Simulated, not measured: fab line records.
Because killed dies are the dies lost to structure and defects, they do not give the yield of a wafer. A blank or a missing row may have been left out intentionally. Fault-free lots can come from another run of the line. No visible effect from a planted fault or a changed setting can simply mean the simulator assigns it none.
fab line records | flow n5-finfet
[record] lots = 4 | wafers = 12 | last-day = 16
route steps=1938 shown MOL_CONTACT_COAG@625 BEOL_M0_SAQP@632 BEOL_M0_CUTY@710 BEOL_M4@1111 PASSIVATION@1936
lots that met no fault: taken from a fault-free run of the same line
start-h: start of the lot's first displayed wafer, in hours after the record's first day | wait-h: hours since the lot's step before | " identical to the entry in the row above | L1.1+2: several wafers, shown together as one row | - either no value or no given start | * or withheld: withheld | < > ~ a bound
route shown NAME@n: a module of which the file shows steps, and the number in the route of the first | usual: mean/standard deviation of fault-free wafers | same: alike in all rows | chamber/n: place in a boat | sites: the reading at each site | _std_site: standard deviation of those values | _edge_site: inner sites' mean taken away from outer sites' mean | radius-mm: for every site, how far away it sits from the centre of the wafer | mask NAME#n: copy n | behind: the most recent tool/chamber to have shaped the wafer | hold: the reason the lot was held/the length of the hold in hours/how it ended | device: whichever transistor did not switch (one of n, p or np) | end of line: tests run on the same wafers once the route is complete | step lacking rows: just its recipe | killed: dies that structure and defects cost at the first sort, which is not the same as the wafer's yield | map: per-die view of a wafer (x killed, . not killed, _ where there is no die)
set.NAME: the setting as run; set.NAME@STEP: as run at that earlier step | model.NAME: the simulator's own value behind a step, which no gauge read
lots at selected steps of the route; one table per step, one row per wafer
services: when a tool's chamber went out of use (start-h, in hours from the record's first day, below 0 if earlier), for how many hours, and the reason
[[steps]]
[step N5_MOL_CONTACT_COAG_PRECLEAN_127]
[recipe] chemistry = DIW | time-s = 57.5 | temp-c = 23
[step N5_MOL_CONTACT_COAG_SRD_128]
[recipe] dry-time-s = 32 | dry = n2-spin | spin-rpm = 1500
[step N5_MOL_CONTACT_COAG_CMP_52]
[recipe] stop-on = SiO2 | t-overpolish-s = 1.5 | post-cmp-clean = w-dilute-nh4oh | down-force-psi = 4 | platen-rpm = 50.289 | pad-velocity-m-s = 1.0006 | target-thk-nm = 66.5
[step N5_MOL_CONTACT_COAG_ANNEAL_112]
[recipe] temp-c = 400 | time-s = 1800 | ambient = HPD2 | pressure-atm = 10
[step N5_BEOL_M0_SAQP_PECVD_00]
[recipe] material = SiCN | target-thk-a = 80 | temp-c = withheld | precursor = 3MS/NH3 | pressure-torr = 3 | rf-w = 202 | time-s = 14
[step N5_BEOL_M0_SAQP_ILD_DEP_01]
[recipe] material = SiOC | target-thk-a = 454.19 | temp-c = 350 | precursor = DEMS/O2 | pressure-torr = 5 | rf-w = 500 | time-s = 8.7
[step N5_BEOL_M0_SAQP_HM_DEP_02]
[recipe] material = TiN | target-thk-a = 120 | temp-c = 25 | chamber-pressure-pa = 0.49996
[step N5_BEOL_M0_SAQP_PECVD_03]
[recipe] material = SiCN | target-thk-a = 120 | temp-c = withheld | precursor = 3MS/NH3 | pressure-torr = 3 | rf-w = 202 | time-s = 21.1
[step N5_BEOL_M0_SAQP_PECVD_96]
[recipe] material = a-Si | target-thk-a = 450 | temp-c = 350 | precursor = SiH4/He | pressure-torr = 3 | rf-w = 100 | time-s = 45.2
[step N5_BEOL_M0_SAQP_PECVD_97]
[recipe] material = SiNx | target-thk-a = 230 | temp-c = 350 | precursor = SiH4/NH3/N2 | pressure-torr = 1.5 | rf-w = 300 | time-s = 19.9
[usual] heater-power-w = 546/75 | showerhead-plenum-p-Torr = 5.14/0.067 | throttle-valve-pct = 40.0/2.6
lot.wafer | tool     | chamber | start-h | wait-h | heater-power-w | showerhead-plenum-p-Torr | throttle-valve-pct
L600.2    | pecvd-04 | 0       | 160.05  | 0.0    | 556            | 5.24                     | 38.9
L600.3    | "        | 1       | "       | "      | 561            | 5.16                     | 36.2
L600.6    | "        | 0       | "       | "      | 582            | 5.24                     | 38.9
L605.1    | pecvd-04 | 1       | 193.40  | 0.0    | 635            | 5.15                     | 36.0
L605.3    | "        | 2       | "       | "      | 482            | 5.18                     | 41.1
L605.4    | "        | 2       | "       | "      | 484            | 5.16                     | 41.2
L606.2    | pecvd-04 | 1       | 197.60  | 0.0    | 610            | 5.16                     | 36.2
L606.3    | "        | 2       | "       | "      | 439            | 5.18                     | 41.1
L606.5    | "        | 1       | "       | "      | 618            | 5.15                     | 36.1
L608.4    | pecvd-01 | 1       | 209.43  | 0.0    | 541            | 5.16                     | 39.2
L608.5    | "        | 0       | "       | "      | 576            | 5.19                     | 42.6
L608.6    | "        | 2       | "       | "      | 522            | 5.13                     | 38.1
[step N5_BEOL_M0_SAQP_PECVD_04]
[recipe] material = a-Si | target-thk-a = 600 | temp-c = 350 | precursor = SiH4/He | pressure-torr = 3 | rf-w = 100 | time-s = 60.2
[step N5_BEOL_M0_SAQP_HM_DEP_111]
[recipe] material = SiO2 | target-thk-a = 120 | temp-c = 400 | precursor = SiH4/N2O | pressure-torr = 0.75 | rf-w = 275 | time-s = 7.2
[step N5_BEOL_M0_SAQP_COAT_81]
[recipe] resist = SOC | temp-c = 250 | time-s = 60 | spin-rpm = 1500 | resist-thk-nm = 100
[step N5_BEOL_M0_SAQP_COAT_82]
[recipe] resist = SiARC | temp-c = 220 | time-s = 60 | spin-rpm = 1500 | resist-thk-nm = 30
[step N5_BEOL_M0_SAQP_COAT_08]
[recipe] resist = CAR-ArF | spin-rpm = 1500 | resist-thk-nm = 90
[step N5_BEOL_M0_SAQP_EBR_10]
[recipe] solvent = PGMEA | ebr-width-mm = 1.5
[step N5_BEOL_M0_SAQP_SOFTBAKE_09]
[recipe] temp-c = 110 | time-s = 60 | resist = CAR-ArF
[step N5_BEOL_M0_SAQP_EXPOSE_11]
[recipe] mask-id = M0_CORE | na = 1.35 | source-shape = dipole | sigma-inner = 0.538 | sigma-outer = 0.738 | polarization = te | target-cd-nm = 42 | dose-mj = 55
[step N5_BEOL_M0_SAQP_PEB_12]
[recipe] peb-temp-c = withheld | peb-time-s = 60 | resist = CAR-ArF
[step N5_BEOL_M0_SAQP_DEVELOP_13]
[recipe] develop-time-s = 30 | developer = TMAH | resist = CAR-ArF | dev-temp-c = 23 | rinse-liquid = diw | dry = air-spin
[step N5_BEOL_M0_SAQP_INSPECT_16]
[recipe] mode = adi | inspect-instrument = brightfield
[usual] raw-defect-count = 508/120
lot.wafer | tool              | chamber | start-h | wait-h | raw-defect-count
L600.2    | defect-inspect-02 | -       | 160.72  | 0.0    | 392
L600.3    | "                 | -       | "       | "      | 467
L600.6    | "                 | -       | "       | "      | 517
L605.1    | defect-inspect-02 | -       | 194.07  | 0.0    | 1529
L605.3    | "                 | -       | "       | "      | 387
L605.4    | "                 | -       | "       | "      | 371
L606.2    | defect-inspect-02 | -       | 198.27  | 0.0    | 1952
L606.3    | "                 | -       | "       | "      | 585
L606.5    | "                 | -       | "       | "      | 1772
L608.4    | defect-inspect-02 | -       | 209.99  | 0.0    | 409
L608.5    | "                 | -       | "       | "      | 605
L608.6    | "                 | -       | "       | "      | 489
[step N5_BEOL_M0_SAQP_DESCUM_19]
[recipe] chemistry = O2 | time-s = 7.9 | source-power-w = 50 | bias-power-w = 20 | pressure-mtorr = 20 | rf-frequency-hz = 2.712e+07 | temp-c = 40 | resist = CAR-ArF | o2-flow-sccm = 225
[step N5_BEOL_M0_SAQP_ETCH_83]
[recipe] chemistry = CF4 | target = SiARC | target-depth-a = 390 | mask-material = CAR-ArF | time-s = 65 | ion-energy-ev = 80 | pressure-mtorr = 40 | source-w = 545 | bias-w = 36 | Ar_flow_sccm = 100 | cf4-flow-sccm = 100 | ends = cleared
[step N5_BEOL_M0_SAQP_ETCH_84]
[recipe] chemistry = N2/H2 | target = SOC | target-depth-a = 1000 | overetch-a = 200 | mask-material = SiARC | temp-c = 40 | time-s = 150 | ion-energy-ev = 200 | pressure-mtorr = 30 | source-w = 840 | bias-w = 150 | n2-flow-sccm = 200 | h2-flow-sccm = 200
[step N5_BEOL_M0_SAQP_STRIP_80]
[recipe] chemistry = N2/H2 | temp-c = 40 | n2-flow-sccm = 200 | h2-flow-sccm = 200 | rf-frequency-hz = 6e+07
[step N5_BEOL_M0_SAQP_HM_OPEN_112]
[recipe] chemistry = CHF3/O2 | target = SiO2 | stop-on = a-Si | target-depth-a = 120 | over-etch-frac = 1.25 | mask-material = SOC | time-s = 13.5 | pressure-mtorr = 30 | source-w = 650 | bias-w = 170 | Ar_flow_sccm = 200 | CHF3_flow_sccm = 50 | O2_flow_sccm = 5 | ion-energy-ev = 200 | ends = end-point
[step N5_BEOL_M0_SAQP_STRIP_113]
[recipe] chemistry = CHF3/O2 | resist = SiARC | rf-frequency-hz = 6e+07
[step N5_BEOL_M0_SAQP_MANDREL_ETCH_20]
[recipe] target-depth-a = 600 | chemistry = HBr/Cl2 | target = a-Si | stop-on = SiNx | bt-time-s = 10 | mask-material = SOC | over-etch-frac = 0.5 | time-s = 30 | pressure-mtorr = 10 | icp-w = 800 | bias-w = 75 | HBr_flow_sccm = 150 | Cl2_flow_sccm = 80 | ends = end-point
[step N5_BEOL_M0_SAQP_STRIP_86]
[recipe] chemistry = N2/H2 | power-w = 500 | temp-c = 40 | pressure-mtorr = 50 | rf-frequency-hz = 6e+07 | overash-fraction = 0.3 | bias-power-w = 28 | h2-frac = 0.5 | n2-flow-sccm = 300 | h2-flow-sccm = 300
[step N5_BEOL_M0_SAQP_STRIP_115]
[recipe] chemistry = post-etch-residue-remover | time-s = 60 | temp-c = 25 | remover-ph = withheld | remover-water-wt-pct = withheld | remover-fluoride-wt-pct = withheld
[step N5_BEOL_M0_SAQP_SRD_93]
[recipe] dry = ipa-marangoni | time-s = 30 | temp-c = 23 | rinse-liquid = diw
[step N5_BEOL_M0_SAQP_RECESS_114]
[recipe] chemistry = HF/NH3 | target = SiO2 | target-depth-a = 144 | afs-cycles = 3 | temp-c = 30 | sublimation-temp-c = 180 | sublimation-time-s = 60
[step N5_BEOL_M0_SAQP_SPACER1_ALD_98]
[recipe] material = SiO2 | target-thk-a = 128 | temp-c = 300 | ald-precursor-family = BDEAS | ald-co-reactant = O2-plasma | pulse-time-s = 1 | purge-time-s = 2 | co-reactant-purge-time-s = 2 | ald-cycles = 138 | pressure-torr = 2
[step N5_BEOL_M0_SAQP_SPACER1_ETCHBACK_99]
[recipe] chemistry = CHF3/O2 | mode = anisotropic-etchback | target = SiO2 | target-depth-a = 154 | time-s = 7.7 | pressure-mtorr = 30 | source-w = 650 | bias-w = 170 | Ar_flow_sccm = 200 | CHF3_flow_sccm = 50 | O2_flow_sccm = 5 | ion-energy-ev = 200
[step N5_BEOL_M0_SAQP_MANDREL1_REMOVE_100]
[recipe] chemistry = HBr/Cl2/O2 | bt-time-s = 10 | target = a-Si | stop-on = SiNx | endpoint = OES-SiCl | over-etch-frac = 0.85 | icp-w = 600 | bias-w = 30 | HBr_flow_sccm = 150 | Cl2_flow_sccm = 80 | O2_flow_sccm = 5 | pressure-mtorr = 10
[step N5_BEOL_M0_SAQP_INSPECT_42]
[recipe] mode = adi | inspect-instrument = brightfield
[usual] raw-defect-count = 299/96
lot.wafer | tool              | chamber | start-h | wait-h | raw-defect-count
L600.2    | defect-inspect-01 | -       | 164.77  | 0.0    | 199
L600.3    | "                 | -       | "       | "      | 255
L600.6    | "                 | -       | "       | "      | 288
L605.1    | defect-inspect-02 | -       | 198.02  | 0.1    | 1449
L605.3    | "                 | -       | "       | "      | 306
L605.4    | "                 | -       | "       | "      | 213
L606.2    | defect-inspect-01 | -       | 202.15  | 0.0    | 1845
L606.3    | "                 | -       | "       | "      | 262
L606.5    | "                 | -       | "       | "      | 1538
L608.4    | defect-inspect-01 | -       | 214.74  | 0.0    | 233
L608.5    | "                 | -       | "       | "      | 283
L608.6    | "                 | -       | "       | "      | 289
[step N5_BEOL_M0_CUTY_INSPECT_59]
[recipe] mode = adi | inspect-instrument = macro
[usual] raw-defect-count = 2.0/1.5
lot.wafer | tool              | chamber | start-h | wait-h | raw-defect-count
L600.2    | defect-inspect-01 | -       | 166.16  | 0.0    | 0
L600.3    | "                 | -       | "       | "      | 1
L600.6    | "                 | -       | "       | "      | 2
L605.1    | defect-inspect-02 | -       | 199.45  | 0.0    | >300
L605.3    | "                 | -       | "       | "      | 1
L605.4    | "                 | -       | "       | "      | 1
L606.2    | defect-inspect-02 | -       | 203.56  | 0.0    | >300
L606.3    | "                 | -       | "       | "      | 3
L606.5    | "                 | -       | "       | "      | >300
L608.4    | defect-inspect-02 | -       | 216.30  | 0.0    | 3
L608.5    | "                 | -       | "       | "      | 1
L608.6    | "                 | -       | "       | "      | 5
[step N5_BEOL_M4_RC_MEAS_101]
[usual] DIBL_N = 36.3/1.4 | DIBL_P = 36.2/1.5 | IOFF_N = 0.160/0.021 | IOFF_P = 0.211/0.027 | ION_N = 676/7.7 | ION_P = 463/5.5 | SS_N = 71.4/0.57 | SS_P = 73.3/0.58 | VT_N = 249.3/2.5 | VT_P = -250.1/2.6
lot.wafer | tool      | chamber | start-h | wait-h | DIBL_N[mV/V] | DIBL_P[mV/V] | IOFF_N[nA/um] | IOFF_P[nA/um] | ION_N[uA/um] | ION_P[uA/um] | SS_N[mV/dec] | SS_P[mV/dec] | VT_N[mV] | VT_P[mV]
L600.2    | prober-02 | 0       | 222.65  | 0.2    | 35.9         | 37.5         | 0.178         | 0.216         | 682          | 462          | 72.0         | 73.2         | 248.8    | -251.3
L600.3    | "         | 0       | "       | "      | 32.5         | 33.6         | 0.121         | 0.160         | 666          | 462          | 71.4         | 72.9         | 252.5    | -254.5
L600.6    | "         | 0       | "       | "      | 35.2         | 36.8         | 0.167         | 0.211         | 681          | 464          | 71.8         | 74.0         | 249.3    | -249.6
L605.1    | prober-01 | 0       | 249.80  | 0.0    | 35.4         | 35.0         | 0.166         | 0.224         | 673          | 467          | 71.1         | 73.1         | 247.3    | -246.8
L605.3    | "         | 0       | "       | "      | 36.9         | 36.7         | 0.200         | 0.249         | 691          | 475          | 71.4         | 74.5         | 244.5    | -247.0
L605.4    | "         | 0       | "       | "      | 37.2         | 36.1         | 0.185         | 0.243         | 686          | 470          | 72.3         | 74.2         | 243.0    | -244.7
L606.2    | prober-02 | 0       | 260.93  | 0.2    | 38.2         | 36.8         | 0.173         | 0.255         | 680          | 475          | 72.0         | 73.2         | 246.5    | -247.3
L606.3    | "         | 0       | "       | "      | 39.0         | 37.5         | 0.184         | 0.272         | 672          | 468          | 72.5         | 73.5         | 247.7    | -243.9
L606.5    | "         | 0       | "       | "      | 36.9         | 35.7         | 0.155         | 0.238         | 669          | 465          | 71.5         | 73.7         | 249.3    | -247.5
L608.4    | prober-02 | 0       | 266.12  | 0.5    | 35.7         | 34.3         | 0.151         | 0.187         | 678          | 461          | 71.4         | 73.4         | 248.5    | -252.5
L608.5    | "         | 0       | "       | "      | 36.9         | 36.2         | 0.186         | 0.221         | 687          | 465          | 71.2         | 73.2         | 245.8    | -249.5
L608.6    | "         | 0       | "       | "      | 35.0         | 33.3         | 0.149         | 0.179         | 677          | 460          | 70.6         | 72.4         | 249.8    | -250.6
[step N5_PASSIVATION_PROBE_49]
[usual] defect-limited-yield = 91.3/1.4 | killed_at_M0_to_M3 = 34/10 | killed_at_M4_up = 13/4.8 | killed-at-contacts = 12/6.1 | killed-at-front-end = 40/11 | killed-at-other = 3.7/2.8 | killed-dies = 103/16 | killed-on-rim = 13/3.6 | killed-open = 67/12 | killed-short = 34/7.4 | sort_bin_5_function = 5.1/0.95 | sort_bin_6_memory = 3.2/0.62 | sort-n-pass = 1077/16 | sort-yield-pct = 91.3/1.4
[same] gross-dies = 1180 | killed-at-back-side = 0 | sort_bin_4_leakage[%] = 0 | sort_bin_8_speed[%] = 0
lot.wafer | tool      | chamber | start-h | wait-h | defect-limited-yield[%] | killed_at_M0_to_M3 | killed_at_M4_up | killed-at-contacts | killed-at-front-end | killed-at-other | killed-dies | killed-on-rim | killed-open | killed-short | sort_bin_5_function[%] | sort_bin_6_memory[%] | sort-n-pass | sort-yield-pct[%]
L605.1    | prober-02 | -       | 360.97  | 0.0    | 84.6                    | 114                | 16              | 11                 | 40                  | 1               | 182         | 33            | 82          | 31           | 8.7                    | 4.2                  | 998         | 84.6
L606.2    | prober-01 | -       | 368.67  | 0.1    | 86.2                    | 88                 | 7               | 3                  | 58                  | 7               | 163         | 33            | 57          | 38           | 8.4                    | 3.7                  | 1017        | 86.2
L606.5    | prober-01 | -       | 368.82  | 0.2    | 86.9                    | 91                 | 2               | 13                 | 42                  | 6               | 154         | 32            | 59          | 27           | 7.5                    | 3.7                  | 1026        | 86.9
// killed by level:class
L605.1 BEOL_M0_SAQP:unspecified=66 STI_FIN_REVEAL:geometric-particle:open=11 BEOL_M3:geometric-particle:open=11 BEOL_M2:geometric-particle:open=11 MOL_CONTACT_COAG:geometric-particle:open=9 BEOL_M0_SAQP:geometric-particle:short=8 DUMMY_GATE:geometric-particle:open=6 BEOL_M0:geometric-particle:open=6
L606.2 BEOL_M0_SAQP:unspecified=68 FIN_SAQP:geometric-particle:open=16 FIN_SAQP:geometric-particle:short=14 STI_FIN_REVEAL:geometric-particle:open=10 DUMMY_GATE:geometric-particle:open=5 STI_FIN_REVEAL:geometric-particle:short=4 BEOL_M1:geometric-particle:open=4 BEOL_M2:geometric-particle:open=4
L606.5 BEOL_M0_SAQP:unspecified=67 FIN_SAQP:geometric-particle:open=12 MOL_CONTACT_COAG:geometric-particle:open=10 BEOL_M2:geometric-particle:open=9 FIN_SAQP:geometric-particle:short=6 GATE_CUT:geometric-particle:short=5 STI_FIN_REVEAL:geometric-particle:open=4 BEOL_M0_SAQP:geometric-particle:open=4
// map L605.1 (x killed, . not)
_________________........x...________________
______________...x.............x_____________
___________....x.......x.x.........__________
__________..........x..............._________
________x............x........xx.....x_______
_______..........xx...............x....______
______...............x.................._____
_____............xx......x.......x.......____
____..................................x...___
___...xxx...........x.....x...x........xx..__
___..x...x.................x.............x.__
__.........................x.x.............._
__.......x.......x.x.x...x......x..........._
_...x.x...x..x....xx.........................
_.x.x.x..........x........x..x....x..........
_x................x.....x.........x..........
_.x..........x..................xx...........
_.....x..................x...................
_..x.x.....................x..x....x.x..x....
_............xxx........x.......xx...........
_........................x..x...x.x...x....x.
__.....................x.....x.............._
__x..........x..x................x..x....x.x_
___..............................x.x.......__
___..........................x.............__
____................x.............x.......___
_____.....x.xx.xxx......x..x............x____
______xx..xxxx......x.x.......x........._____
_______xxxxxxxxxxxxx......x............______
________xxxxxxxxxxxx.x................_______
__________xxxxxxxxxxxx......x......._________
___________xxxxxxxxxx.........x....__________
______________xxxxxxxx....xx..xx_____________
_________________xxxx........________________
// map L606.2 (x killed, . not)
_________________x.........x.________________
______________..........x..x...._____________
___________xx............x.........__________
__________.......................xxx_________
________..................x.........x._______
_______.............x.....x..x......x..______
______.........x........................_____
_____............xx......................____
____......................................___
___....................x.....x...x.x....x..__
___.x.......x............x...........x.....__
__............x...x.............x..........._
__..................x......................x_
_...x.....x...................x..............
_..........x.................................
_..x.x....x....x..x........x.............x...
_x.............x.....x.x..............x......
_.....x..x.x.xx.............x...x............
_....x..................xx..xx.............x.
_........x...................................
_.....x.......................xx..x....x.....
__.................x.....x...xx............._
__........................................x._
___.....x..............x................x..__
___.....x...............x.x..........xx....__
____......x..xx............x..............___
_____..x.x.x..x....x.x...................____
______x.xxx.xxx..x..........x..........._____
_______xxxxxxxxxxxx..x.............x..x______
________xxxxxxxxx.xxx.....xx.........._______
__________xxxxxxxxxx......x........._________
___________xxxxxxxx...x.....x......__________
______________xxxxxxx..........._____________
_________________xxxxx....x..________________
[[services]]
tool     | chamber | start-h | hours | kind
pecvd-01 | -       | 145.65  | 1.2   | repair
pecvd-01 | -       | 154.03  | 5.5   | pm
pecvd-04 | 2       | 202.38  | -     | clean
pecvd-04 | 2       | 202.38  | -     | consumable-replace:showerhead
pecvd-04 | 2       | 202.38  | 29.0  | scheduled-down
pecvd-04 | 2       | 202.38  | 29.0  | vent-cycle
[[key]]
[first-sign] step = N5_BEOL_M0_SAQP_INSPECT_16 | reading = raw-defect-count | direction = up | sigmas = 10 | usual = 508 | struck = 1751
[effect] step = N5_BEOL_M0_SAQP_INSPECT_42 | reading = raw-defect-count | direction = up | sigmas = 14 | usual = 299 | struck = 1611
[effect] step = N5_BEOL_M0_CUTY_INSPECT_59 | reading = raw-defect-count | direction = up | sigmas = 99+ | usual = 2.0 | struck = >300
[effect] step = N5_PASSIVATION_PROBE_49 | reading = killed_at_M0_to_M3 | direction = up | sigmas = 6.4 | usual = 34 | struck = 98
[more-kills-born-at] N5_BEOL_M0_SAQP_PECVD_97@pecvd-04 = 201
met-at N5_BEOL_M0_SAQP_PECVD_97
struck-wafers L605.1,L606.2,L606.5
onset-between 160.05 193.40
[fault] kind = chamber-particle-source | tool = pecvd-04 | chamber = 1 | onset-h = 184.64 | steps = N5_BEOL_M0_SAQP_PECVD_97 | rate-per-visit-cm2 = 1.7343 | end-h = 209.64
